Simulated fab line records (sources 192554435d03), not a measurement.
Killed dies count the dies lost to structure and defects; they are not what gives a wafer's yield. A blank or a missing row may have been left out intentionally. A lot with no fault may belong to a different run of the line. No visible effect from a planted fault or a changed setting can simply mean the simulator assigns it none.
Split-lot experiment / flow n5 finfet / route with 1938 steps; 7 lots, 21 wafers read

THE SPLIT
At N5_BEOL_M13_EXPOSE_07 (exposes mask V12), the setting dose mj was moved away from the recipe's 24.8 on 7 of the 21 wafers read, by -6.3% to +6.8%. This setting was run at the recipe's value on the other wafers.

FROM THE SPLIT TO THE READING: what the file shows between them, 3 steps
- N5_BEOL_M13_PEB_08: peb time 90 s
- N5_BEOL_M13_DEVELOP_09: develop time 45 s
- N5_BEOL_M13_HARDBAKE_14: time 120 s

THE READING
Shown in nm: cd nm at N5_BEOL_M13_CD_MEAS_10, with target cd 190 nm. On this fab line, fault-free wafers typically give 189.4 nm with a standard deviation of 1.3 nm.

wafer=L078.1; tool, chamber at the split=krf scanner-02, 0; dose mj as run=24.8; against the recipe=recipe; cd nm, nm=188.3; against lot-mates on the recipe=-
wafer=L078.3; tool, chamber at the split=krf scanner-02, 0; dose mj as run=24.8; against the recipe=recipe; cd nm, nm=189.1; against lot-mates on the recipe=-
wafer=L078.5; tool, chamber at the split=krf scanner-02, 0; dose mj as run=24.8; against the recipe=recipe; cd nm, nm=187.3; against lot-mates on the recipe=-
wafer=L077.1; tool, chamber at the split=krf scanner-02, 0; dose mj as run=24.8; against the recipe=recipe; cd nm, nm=190.1; against lot-mates on the recipe=-
wafer=L077.3; tool, chamber at the split=krf scanner-02, 0; dose mj as run=26.49; against the recipe=+6.8%; cd nm, nm=195.8; against lot-mates on the recipe=+5.9
wafer=L077.6; tool, chamber at the split=krf scanner-02, 0; dose mj as run=24.8; against the recipe=recipe; cd nm, nm=189.8; against lot-mates on the recipe=-
wafer=L079.1; tool, chamber at the split=krf scanner-02, 0; dose mj as run=23.23; against the recipe=-6.3%; cd nm, nm=183.6; against lot-mates on the recipe=-7.8
wafer=L079.4; tool, chamber at the split=krf scanner-02, 0; dose mj as run=24.8; against the recipe=recipe; cd nm, nm=191.5; against lot-mates on the recipe=-
wafer=L079.5; tool, chamber at the split=krf scanner-02, 0; dose mj as run=24.8; against the recipe=recipe; cd nm, nm=191.4; against lot-mates on the recipe=-
wafer=L088.1; tool, chamber at the split=krf scanner-01, 0; dose mj as run=24.8; against the recipe=recipe; cd nm, nm=186.5; against lot-mates on the recipe=-
wafer=L088.2; tool, chamber at the split=krf scanner-01, 0; dose mj as run=24.06; against the recipe=-3.0%; cd nm, nm=184.1; against lot-mates on the recipe=-2.4
wafer=L088.5; tool, chamber at the split=krf scanner-01, 0; dose mj as run=24.06; against the recipe=-3.0%; cd nm, nm=183.8; against lot-mates on the recipe=-2.7
wafer=L089.3; tool, chamber at the split=krf scanner-01, 0; dose mj as run=24.8; against the recipe=recipe; cd nm, nm=186.4; against lot-mates on the recipe=-
wafer=L089.4; tool, chamber at the split=krf scanner-01, 0; dose mj as run=24.8; against the recipe=recipe; cd nm, nm=187.4; against lot-mates on the recipe=-
wafer=L089.5; tool, chamber at the split=krf scanner-01, 0; dose mj as run=23.36; against the recipe=-5.8%; cd nm, nm=182.6; against lot-mates on the recipe=-4.3
wafer=L090.1; tool, chamber at the split=krf scanner-01, 0; dose mj as run=25.28; against the recipe=+1.9%; cd nm, nm=190.9; against lot-mates on the recipe=+1.8
wafer=L090.5; tool, chamber at the split=krf scanner-01, 0; dose mj as run=25.28; against the recipe=+1.9%; cd nm, nm=191.0; against lot-mates on the recipe=+1.9
wafer=L090.6; tool, chamber at the split=krf scanner-01, 0; dose mj as run=24.8; against the recipe=recipe; cd nm, nm=189.1; against lot-mates on the recipe=-
wafer=L097.3; tool, chamber at the split=krf scanner-01, 0; dose mj as run=24.8; against the recipe=recipe; cd nm, nm=190.9; against lot-mates on the recipe=-
wafer=L097.4; tool, chamber at the split=krf scanner-01, 0; dose mj as run=24.8; against the recipe=recipe; cd nm, nm=189.2; against lot-mates on the recipe=-
wafer=L097.5; tool, chamber at the split=krf scanner-01, 0; dose mj as run=24.8; against the recipe=recipe; cd nm, nm=188.8; against lot-mates on the recipe=-

FIT RESULTS
A straight line over all 21 wafers: cd nm changes by +1.06 nm for each +1% of dose mj; r = +0.88; the points scatter about the line by 1.5 nm.
The same after taking each lot's own level away (the mean of its wafers on the recipe; 21 wafers): +0.939 nm for each +1%; r = +0.96; scatter 0.73 nm.
According to that fit, moving dose mj by its largest amount changes the reading by 6.4 nm.
From 186.50 to 191.45 nm: that is the span of the lots' own levels, equal to 3.8 times the standard deviation above.
Thus the slope moves with the lot-to-lot level: the two fits are different.
Check: for one of the wafers moved furthest among these (+6.8%), held out of the fit, the line's prediction against its lot-mates is +6.72 nm. Against them it came out at +5.85 nm.

OTHER SPLITS APPLIED TO THESE WAFERS
Other splits were also applied to these wafers ahead of the reading. Each is held against what the fit with the lots' levels taken away leaves over:
other split on the same wafers=N5_BEOL_M11_PECVD_70 time s; wafers away from the commonest value=7; r with cd nm (lot level and that fit taken away)=-0.15

THE FILE'S OWN FIT
cd nm changes by +0.946 nm for each +1% of dose mj, r = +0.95.
